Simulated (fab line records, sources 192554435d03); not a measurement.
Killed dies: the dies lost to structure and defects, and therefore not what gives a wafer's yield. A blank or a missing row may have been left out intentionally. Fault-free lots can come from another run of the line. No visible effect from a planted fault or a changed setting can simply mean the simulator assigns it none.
Struck lot and sound lot, side by side || flow n5-finfet || 36 steps out of a route of 1938
Sound: these wafers, L431.2, L431.3, L431.6. Struck: wafer L426.2. (L426.5, L426.6 of the same lot were not struck and are left out.) The cause comes at the end.
For every step that has rows: the tool of each side, followed by ch and its chambers, followed by its first start. Under that, the readings that differ: sound wafers || struck wafers || difference of the means || sigmas: that difference in standard deviations of wafers without a fault.
alike: readings with means less than 2 such deviations apart, plus words and numbers identical on both sides. not compared: withheld readings, readings lacking a value on some wafer, bounds such as >300 that could conceal the same value, and numbers that have no deviation in the record and whose values overlap.
The two part at a step that has a row with sigmas, a row that says differs or no value, or rows on one side only. Numbers that have no deviation but don't overlap get no sigmas and don't part them. Lack of a reading on every wafer of one side parts them only where that side has two or more wafers.

first, 9 steps without rows for these wafers: N5_BEOL_M7_ILD_DEP_00 (deposits SiCOH lowk from DEMS/porogen, target thk 179.75 nm, time 33.4 s); N5_BEOL_M7_CURE_74 (cures SiCOH lowk, time 240 s); N5_BEOL_M7_PECVD_70 (deposits SiO2 from TEOS/O2, target thk 20 nm, time 22.7 s); N5_BEOL_M7_HM_DEP_02 (deposits TiN, target thk 20 nm); N5_BEOL_M7_COAT_59 (time 60 s, resist thk 100 nm); N5_BEOL_M7_COAT_60 (time 60 s, resist thk 35 nm); N5_BEOL_M7_COAT_05 (resist thk 90 nm); N5_BEOL_M7_EBR_07; N5_BEOL_M7_SOFTBAKE_06 (time 60 s).
N5_BEOL_M7_EXPOSE_08: exposes mask M7.
  sound on arfi-scanner-02 ch 0, day 13 12:11; struck on arfi-scanner-01 ch 0, day 11 21:15
  alike: mask
then, 2 steps without rows for these wafers: N5_BEOL_M7_PEB_09 (peb time 60 s); N5_BEOL_M7_DEVELOP_10 (develop time 30 s).
N5_BEOL_M7_CD_MEAS_11: the cd target is 38.5 nm.
  sound on cd-sem-02 ch 0, day 13 12:19; struck on cd-sem-02 ch 0, day 11 21:23
{"reading": "cd-nm (nm)", "sound": "38.8 37.9 38.4", "struck": 33.5, "difference": -4.9, "sigmas": -9}
then, 1 step without rows for these wafers: N5_BEOL_M7_DESCUM_16 (chemistry O2, time 7.9 s).
N5_BEOL_M7_ETCH_61: etches SiARC in CF4, target depth 45.5 nm, time 75.8 s.
  sound on rie-diel-06 ch 0,1,3, day 13 12:31; struck on rie-diel-05 ch 1, day 11 21:48
{"reading": "mfc-ar-sccm (sccm)", "sound": "99.8 100.4 100.1", "struck": 99.4, "difference": -0.7, "sigmas": -2}
{"reading": "showerhead-plenum-p-Torr (Torr)", "sound": "2.18 2.16 2.28", "struck": 2.04, "difference": -0.17, "sigmas": -2}
{"reading": "model.BEOL_M7.cd-offset-nm (nm)", "sound": "0.4 -0.4 -0.4", "struck": -5.2, "difference": -5.1, "sigmas": ""}
  alike: drypump-motor-current-A, etch-rf-on-time-s, oes-product-au, rf-fwd-power-W, rf-vpp-V, throttle-valve-pct
  not compared: rf-hours-counter-h
then, 3 steps without rows for these wafers: N5_BEOL_M7_ETCH_62 (etches SOC in N2/H2, target depth 110 nm, overetch 22 nm, time 165 s); N5_BEOL_M7_STRIP_68 (strips in N2/H2); N5_BEOL_M7_STRIP_67 (strips in CF4).
N5_BEOL_M7_HM_OPEN_17: chemistry Cl2/BCl3, target TiN, target depth 20 nm, overetch 6 nm.
  sound on rie-metal-02 ch 0, day 13 12:47; struck on rie-metal-03 ch 1, day 11 22:02
{"reading": "mfc-cl2-sccm (sccm)", "sound": "53.34 53.29 53.38", "struck": 52.89, "difference": -0.45, "sigmas": -3}
{"reading": "rf-fwd-power-W (W)", "sound": "990 987 990", "struck": 996, "difference": "+7", "sigmas": "+2"}
{"reading": "rf-hours-counter-h (h)", "sound": "- - -", "struck": 59, "difference": "no value on the sound wafers", "sigmas": ""}
{"reading": "model.BEOL_M7.cd-offset-nm (nm)", "sound": "0.4 -0.4 0", "struck": -5.4, "difference": -5.4, "sigmas": ""}
  alike: drypump-motor-current-A, mfc-ar-sccm, oes-product-au, throttle-valve-pct
then, 1 step without rows for these wafers: N5_BEOL_M7_STRIP_19 (strips in O2).
N5_BEOL_M7_CD_MEAS_18: pitch 80 nm, target cd 40 nm.
  sound: cd-sem-02 at day 13 13:02; struck: cd-sem-02 at day 11 22:13
{"reading": "cd-nm (nm)", "sound": "40.8 39.9 40.1", "struck": 34.4, "difference": -5.9, "sigmas": -9}
then, 13 steps without rows for these wafers: N5_BEOL_M7_COAT_63 (time 60 s, resist thk 60 nm); N5_BEOL_M7_COAT_64 (time 60 s, resist thk 12 nm); N5_BEOL_M7_COAT_71 (time 60 s, resist thk 5 nm); N5_BEOL_M7_COAT_22 (resist thk 30 nm); N5_BEOL_M7_EBR_24; N5_BEOL_M7_SOFTBAKE_23 (time 60 s); N5_BEOL_M7_EXPOSE_25 (exposes mask V6, target cd 40 nm); N5_BEOL_M7_PEB_26 (peb time 60 s); N5_BEOL_M7_DEVELOP_27 (develop time 30 s); N5_BEOL_M7_DESCUM_33 (chemistry O2, time 7 s); N5_BEOL_M7_ETCH_72 (etches underlayer in N2/H2, target depth 6.5 nm, time 5.2 s); N5_BEOL_M7_ETCH_65 (etches SiARC in CF4, target depth 15.6 nm, time 26 s); N5_BEOL_M7_ETCH_66 (etches SOC in N2/H2, target depth 80 nm, overetch 16 nm, time 120 s).
-- record jumps: 3 days separate the struck wafers' starts on either side; left off in module BEOL_M7, taken up again in module BEOL_M15, whose first shown step is the route's number 1830 --
N5_BEOL_M15_RC_MEAS_101:
  sound on prober-01 ch 0, day 16 02:22; struck on prober-02 ch 0, day 14 14:26
{"reading": "COMB_M12 (S/m)", "sound": "4e-12 5.6e-12 8.4e-12", "struck": 8.7e-12, "difference": "+2.7e-12", "sigmas": "+2"}
{"reading": "COMB_M13 (S/m)", "sound": "3.4e-12 3.7e-12 3.5e-12", "struck": 6.2e-12, "difference": "+2.7e-12", "sigmas": "+3"}
{"reading": "COMB_M9 (S/m)", "sound": "1.64e-11 1.96e-11 1.92e-11", "struck": 1.1e-11, "difference": -7.4e-12, "sigmas": -3}
{"reading": "SERP_M6 (ohm/um)", "sound": "14.7 14.1 14.1", "struck": 13.2, "difference": -1.1, "sigmas": -2}
{"reading": "SERP_M7 (ohm/um)", "sound": "13.4 13.9 13.5", "struck": 16.9, "difference": "+3.3", "sigmas": "+6"}
{"reading": "SERP_M7_max_site (ohm/um)", "sound": "14.1 14.4 13.9", "struck": 17.8, "difference": "+3.7", "sigmas": "+6"}
  alike: COMB_M10, COMB_M11, COMB_M14, COMB_M15, COMB_M5, COMB_M6, COMB_M8, SERP_M10, SERP_M11, SERP_M12, SERP_M13, SERP_M14, SERP_M5, SERP_M8, SERP_M9
N5_PASSIVATION_PROBE_49:
  sound: prober-01 at day 16 14:46; struck: prober-02 at day 15 05:52
  alike: defect-limited-yield, killed_at_M0_to_M3, killed_at_M4_up, killed-at-contacts, killed-at-front-end, killed-at-other, killed-dies, killed-open, killed-short, sort_bin_5_function, sort_bin_6_memory, sort_bin_8_speed, sort-n-pass, sort-yield-pct

WHERE THEY PART
First at N5_BEOL_M7_CD_MEAS_11; last, within this record, at N5_BEOL_M15_RC_MEAS_101. Later steps at which nothing parts them and some readings are alike: N5_PASSIVATION_PROBE_49.

WHY: whatever the simulator had introduced
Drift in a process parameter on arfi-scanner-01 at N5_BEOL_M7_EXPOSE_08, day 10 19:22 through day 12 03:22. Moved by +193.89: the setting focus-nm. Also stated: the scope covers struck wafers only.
